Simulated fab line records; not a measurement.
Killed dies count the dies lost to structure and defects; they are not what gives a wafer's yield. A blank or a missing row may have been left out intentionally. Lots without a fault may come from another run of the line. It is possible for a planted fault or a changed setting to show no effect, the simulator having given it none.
Which tool was responsible? || flow n5 finfet || 11 lots, 31 wafers sampled, at 2 steps of a route of 1938

== WHAT EACH GAUGE READ, for each wafer ==
N5_BEOL_M7_CD_MEAS_11 targets a cd of 38.5 nm.
{"lot": "L548", "measured": "day 8 20:54", "on": "cd sem-01", "cd nm (nm)": "39.2 38.0 38.3"}
{"lot": "L551", "measured": "day 9 16:52", "on": "cd sem-01", "cd nm (nm)": "38.3 38.1 38.2"}
{"lot": "L554", "measured": "day 10 21:22", "on": "cd sem-01", "cd nm (nm)": "37.0 37.5 38.1"}
{"lot": "L556", "measured": "day 11 06:43", "on": "cd sem-03", "cd nm (nm)": "37.6 37.8 38.2"}
{"lot": "L558", "measured": "day 11 10:04", "on": "cd sem-01", "cd nm (nm)": "37.7 38.4 38.8"}
{"lot": "L560", "measured": "day 12 08:28", "on": "cd sem-01", "cd nm (nm)": "37.1 37.3 37.6"}
{"lot": "L561", "measured": "day 12 15:11", "on": "cd sem-01", "cd nm (nm)": "38.8 38.5 38.3"}
{"lot": "L559", "measured": "day 12 15:21", "on": "cd sem-01", "cd nm (nm)": "39.0 38.7 38.5"}
{"lot": "L565", "measured": "day 14 00:50", "on": "cd sem-02", "cd nm (nm)": "40.1 38.4"}
{"lot": "L568", "measured": "day 14 13:04", "on": "cd sem-03", "cd nm (nm)": "38.1 38.0"}
{"lot": "L570", "measured": "day 15 03:43", "on": "cd sem-02", "cd nm (nm)": "39.0 39.2 39.2"}

== EACH LOT AND THE TOOL THAT RAN IT (in order: tool; ch and the chambers of the sampled wafers; start) ==
{"lot": "L548", "N5_BEOL_M6_DEP_56": "pecvd-04 ch 0,2, day 8 18:36"}
{"lot": "L551", "N5_BEOL_M6_DEP_56": "pecvd-03 ch 0,1,2, day 9 14:25"}
{"lot": "L554", "N5_BEOL_M6_DEP_56": "pecvd-04 ch 0,1, day 10 19:12"}
{"lot": "L556", "N5_BEOL_M6_DEP_56": "pecvd-04 ch 1,2, day 11 04:43"}
{"lot": "L558", "N5_BEOL_M6_DEP_56": "pecvd-04 ch 0,1,2, day 11 07:29"}
{"lot": "L560", "N5_BEOL_M6_DEP_56": "pecvd-04 ch 1,2, day 12 06:24"}
{"lot": "L561", "N5_BEOL_M6_DEP_56": "pecvd-04 ch 1,2, day 12 13:04"}
{"lot": "L559", "N5_BEOL_M6_DEP_56": "pecvd-03 ch 1,2, day 12 13:31"}
{"lot": "L565", "N5_BEOL_M6_DEP_56": "pecvd-01 ch 0, day 13 21:26"}
{"lot": "L568", "N5_BEOL_M6_DEP_56": "pecvd-04 ch 0,2, day 14 10:28"}
{"lot": "L570", "N5_BEOL_M6_DEP_56": "pecvd-03 ch 1,2, day 15 01:21"}
- N5_BEOL_M6_DEP_56: deposits SiCN from 3MS/NH3, target thk 10 nm, time 17.5 s.

== WHAT THE TOOLS THEMSELVES READ (means of the sampled wafers that have a number; where no wafer has one, the mark that the record gives instead) ==
N5_BEOL_M6_DEP_56.
{"lot": "L548", "tool": "pecvd-04", "showerhead plenum p Torr (Torr)": 3.682, "throttle valve pct (%)": 9.1}
{"lot": "L551", "tool": "pecvd-03", "showerhead plenum p Torr (Torr)": 3.655, "throttle valve pct (%)": 8.8}
{"lot": "L554", "tool": "pecvd-04", "showerhead plenum p Torr (Torr)": 3.653, "throttle valve pct (%)": 9.4}
{"lot": "L556", "tool": "pecvd-04", "showerhead plenum p Torr (Torr)": 3.658, "throttle valve pct (%)": 8.6}
{"lot": "L558", "tool": "pecvd-04", "showerhead plenum p Torr (Torr)": 3.656, "throttle valve pct (%)": 8.9}
{"lot": "L560", "tool": "pecvd-04", "showerhead plenum p Torr (Torr)": 3.665, "throttle valve pct (%)": 8.5}
{"lot": "L561", "tool": "pecvd-04", "showerhead plenum p Torr (Torr)": 3.661, "throttle valve pct (%)": 8.8}
{"lot": "L559", "tool": "pecvd-03", "showerhead plenum p Torr (Torr)": 3.653, "throttle valve pct (%)": 9.0}
{"lot": "L565", "tool": "pecvd-01", "showerhead plenum p Torr (Torr)": 3.665, "throttle valve pct (%)": 9.1}
{"lot": "L568", "tool": "pecvd-04", "showerhead plenum p Torr (Torr)": 3.675, "throttle valve pct (%)": 8.9}
{"lot": "L570", "tool": "pecvd-03", "showerhead plenum p Torr (Torr)": 3.659, "throttle valve pct (%)": 8.8}

== THE ANSWER, worked out from the rows above alone ==
Rule: what is usual is taken from the lots themselves. The widest of any qualifying gaps counts: lots, ordered by their means at a reading, are off when they make up no more than a third of the lots, leave a main group of 4 or more, and stand apart from it by 3 or more times the standard deviation of that group's means. The tables above print the reading to a certain number of digits; a main group whose means all agree to those digits is not used. Also off: a lot with no number at a reading for which 4 or more lots have one. All remaining lots with rows at the step are treated as sound. Order of review: gauges by route order, followed by the tools' own readings, for which a lot's mean as printed above is used. The first step at which some lot is off is used, and at that step the reading that is off furthest; a lot without a number counts as furthest.
No lot is off on any of the readings shown, so nothing can be concluded from this.

== WHAT HAD BEEN PUT IN BY THE SIMULATOR ==
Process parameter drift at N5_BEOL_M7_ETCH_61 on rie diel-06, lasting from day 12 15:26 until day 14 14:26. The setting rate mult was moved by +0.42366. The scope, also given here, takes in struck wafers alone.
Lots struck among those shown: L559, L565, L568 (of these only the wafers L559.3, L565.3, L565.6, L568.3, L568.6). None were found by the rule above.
